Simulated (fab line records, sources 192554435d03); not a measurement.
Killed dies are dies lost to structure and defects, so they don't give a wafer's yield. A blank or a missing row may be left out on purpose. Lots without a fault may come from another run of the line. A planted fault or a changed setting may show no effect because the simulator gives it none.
Which tool did it? | flow n5_finfet | 11 lots, 33 wafers sampled, at 5 steps of a route of 1938

WHAT THE GAUGES READ, wafer by wafer
N5_BEOL_M5_THK_MEAS_01. Usual: M5_ILD_THK 120.2 nm, standard deviation 1.8.
lot  | measured     | on            | M5_ILD_THK (nm)   | flag
L125 | day 8 23:53  | film_metro-01 | 120.6 118.9 121.5 |
L130 | day 10 01:39 | film_metro-01 | 137.9 137.9 141.2 | OFF
L131 | day 10 09:45 | film_metro-02 | 138.1 139.6 139.2 | OFF
L132 | day 10 13:16 | film_metro-01 | 140.2 139.0 139.9 | OFF
L134 | day 11 06:29 | film_metro-02 | 120.4 122.2 123.1 |
L136 | day 11 13:01 | film_metro-02 | 119.0 120.2 120.9 |
L137 | day 11 20:25 | film_metro-02 | 122.5 120.0 123.4 |
L139 | day 12 04:20 | film_metro-02 | 119.8 119.7 122.1 |
L140 | day 12 15:41 | film_metro-02 | 116.9 117.7 119.3 |
L142 | day 13 08:55 | film_metro-01 | 117.7 119.4 120.8 |
L144 | day 13 14:18 | film_metro-02 | 119.4 118.8 121.9 |

WHICH TOOL RAN EACH LOT (tool, then ch and the chambers of the sampled wafers, then the start)
lot  | N5_BEOL_M4_DEGAS_44          | N5_BEOL_M4_ALD_84                   | N5_BEOL_M4_ANNEAL_51             | N5_BEOL_M5_CURE_79
L125 | pvd_sputter-01, day 8 17:05  | ald_metal-01 ch 1,3, day 8 17:19    | rtp_anneal-02 ch 0, day 8 21:29  | uv_cure-03 ch 0, day 8 23:27
L130 | pvd_sputter-03, day 9 20:25  | ald_metal-02 ch 1,2,3, day 9 20:31  | rtp_anneal-01 ch 0, day 9 23:10  | uv_cure-01 ch 1, day 10 01:08
L131 | pvd_sputter-02, day 10 04:38 | ald_metal-04 ch 0,2,3, day 10 04:44 | rtp_anneal-02 ch 0, day 10 07:18 | uv_cure-03 ch 0, day 10 09:19
L132 | pvd_sputter-03, day 10 07:29 | ald_metal-02 ch 0,2,3, day 10 07:35 | rtp_anneal-01 ch 0, day 10 10:49 | uv_cure-03 ch 1, day 10 12:45
L134 | pvd_sputter-03, day 11 00:50 | ald_metal-04 ch 0,2,3, day 11 00:57 | rtp_anneal-02 ch 0, day 11 03:28 | uv_cure-01 ch 0, day 11 05:29
L136 | pvd_sputter-01, day 11 07:56 | ald_metal-04 ch 1,3, day 11 08:02   | rtp_anneal-01 ch 0, day 11 10:38 | uv_cure-03 ch 2, day 11 12:39
L137 | pvd_sputter-03, day 11 15:09 | ald_metal-01 ch 1,2,3, day 11 15:15 | rtp_anneal-01 ch 0, day 11 18:06 | uv_cure-02 ch 0, day 11 20:09
L139 | pvd_sputter-02, day 11 23:16 | ald_metal-04 ch 0,2,3, day 11 23:22 | rtp_anneal-02 ch 0, day 12 01:55 | uv_cure-03 ch 2, day 12 03:54
L140 | pvd_sputter-03, day 12 10:35 | ald_metal-04 ch 0,3, day 12 10:41   | rtp_anneal-02 ch 0, day 12 13:14 | uv_cure-03 ch 1, day 12 15:10
L142 | pvd_sputter-03, day 13 03:52 | ald_metal-01 ch 0,1, day 13 03:58   | rtp_anneal-01 ch 0, day 13 06:26 | uv_cure-02 ch 0, day 13 08:24
L144 | pvd_sputter-02, day 13 09:09 | ald_metal-04 ch 0,2,3, day 13 09:23 | rtp_anneal-02 ch 0, day 13 11:52 | uv_cure-03 ch 2, day 13 13:52
- N5_BEOL_M4_DEGAS_44: time 60 s.
- N5_BEOL_M4_ALD_84: deposits TaN, pulse time 2 s, purge time 3 s, co reactant purge time 2 s.
- N5_BEOL_M4_ANNEAL_51: time 90 s.
- N5_BEOL_M5_CURE_79: cures SiCOH lowk, time 240 s.

WHAT THE TOOLS THEMSELVES READ (means of the sampled wafers that have a number; where no wafer has one, the mark that the record gives instead)
N5_BEOL_M4_DEGAS_44. Usual: heater_power_w 328 W, standard deviation 46.
lot  | tool           | heater_power_w (W) | flag
L125 | pvd_sputter-01 | 340                |
L130 | pvd_sputter-03 | 314                |
L131 | pvd_sputter-02 | 287                |
L132 | pvd_sputter-03 | 355                |
L134 | pvd_sputter-03 | 342                |
L136 | pvd_sputter-01 | 329                |
L137 | pvd_sputter-03 | 351                |
L139 | pvd_sputter-02 | 303                |
L140 | pvd_sputter-03 | 347                |
L142 | pvd_sputter-03 | 357                |
L144 | pvd_sputter-02 | 309                |

N5_BEOL_M4_ALD_84. Usual: chamber_pressure_Torr 3.001 Torr, standard deviation 0.007; heater_power_w 420 W, standard deviation 49; mfc_carrier_sccm 1499 sccm, standard deviation 4.3.
lot  | tool         | chamber_pressure_Torr (Torr) | heater_power_w (W) | mfc_carrier_sccm (sccm) | flag
L125 | ald_metal-01 | 3.004                        | 396                | 1499                    |
L130 | ald_metal-02 | 3.006                        | 416                | 1502                    |
L131 | ald_metal-04 | 3.004                        | 420                | 1497                    |
L132 | ald_metal-02 | 3.002                        | 419                | 1494                    |
L134 | ald_metal-04 | 3.005                        | 425                | 1495                    |
L136 | ald_metal-04 | 2.996                        | 396                | 1501                    |
L137 | ald_metal-01 | 3.010                        | 398                | 1503                    |
L139 | ald_metal-04 | 3.003                        | 415                | 1502                    |
L140 | ald_metal-04 | 3.003                        | 405                | 1505                    |
L142 | ald_metal-01 | 3.004                        | 364                | 1495                    |
L144 | ald_metal-04 | 2.994                        | 419                | 1498                    |

N5_BEOL_M4_ANNEAL_51. Usual: wafer_temp_C_max 226.05, standard deviation 0.24.
lot  | tool          | wafer_temp_C_max | flag
L125 | rtp_anneal-02 | 226.25           |
L130 | rtp_anneal-01 | 226.02           |
L131 | rtp_anneal-02 | 225.98           |
L132 | rtp_anneal-01 | 226.27           |
L134 | rtp_anneal-02 | 226.19           |
L136 | rtp_anneal-01 | 225.99           |
L137 | rtp_anneal-01 | 226.05           |
L139 | rtp_anneal-02 | 226.00           |
L140 | rtp_anneal-02 | 226.09           |
L142 | rtp_anneal-01 | 225.95           |
L144 | rtp_anneal-02 | 226.19           |

N5_BEOL_M5_CURE_79. Usual: lamp_power_pct 52.31 %, standard deviation 0.051; run_length_s 286.2 s, standard deviation 1; wafer_temp_C_max 386.7, standard deviation 0.58.
lot  | tool       | lamp_power_pct (%) | run_length_s (s) | wafer_temp_C_max | flag
L125 | uv_cure-03 | 52.32              | 286.8            | 386.7            |
L130 | uv_cure-01 | -                  | -                | -                | OFF
L131 | uv_cure-03 | -                  | -                | -                | OFF
L132 | uv_cure-03 | -                  | -                | -                | OFF
L134 | uv_cure-01 | 52.31              | 288.9            | 386.7            |
L136 | uv_cure-03 | 52.29              | 286.8            | 386.7            |
L137 | uv_cure-02 | 52.31              | 285.5            | 386.1            |
L139 | uv_cure-03 | 52.27              | 286.4            | 387.1            |
L140 | uv_cure-03 | 52.30              | 285.5            | 387.6            |
L142 | uv_cure-02 | 52.38              | 285.3            | 386.1            |
L144 | uv_cure-03 | 52.25              | 286.6            | 387.0            |

THE ANSWER, worked out from the rows above alone
Rule: a lot is off if the mean of its wafers that have a number lies more than 3 standard deviations from the usual mean. A lot without any number at a reading at which 4 lots or more have one is off too. The other lots that the step has rows for count as sound. The gauges are gone through in route order, then the tools' own readings, and for those a lot's mean is taken as printed above. The first step at which some lot is off is used, and at that step the reading that is off furthest; a lot without a number counts as furthest.
Off: L130, L131, L132, at N5_BEOL_M5_THK_MEAS_01 (M5_ILD_THK).
A tool fits if, at a process step before that reading, it ran every lot that is off, and no sound lot after the first of them. The gauges at N5_BEOL_M5_THK_MEAS_01 aren't tried: what is off there is off at N5_BEOL_M5_CURE_79 too, on other tools, and a gauge's error can't cause that. None of those tried fits.

WHAT THE SIMULATOR HAD PUT IN
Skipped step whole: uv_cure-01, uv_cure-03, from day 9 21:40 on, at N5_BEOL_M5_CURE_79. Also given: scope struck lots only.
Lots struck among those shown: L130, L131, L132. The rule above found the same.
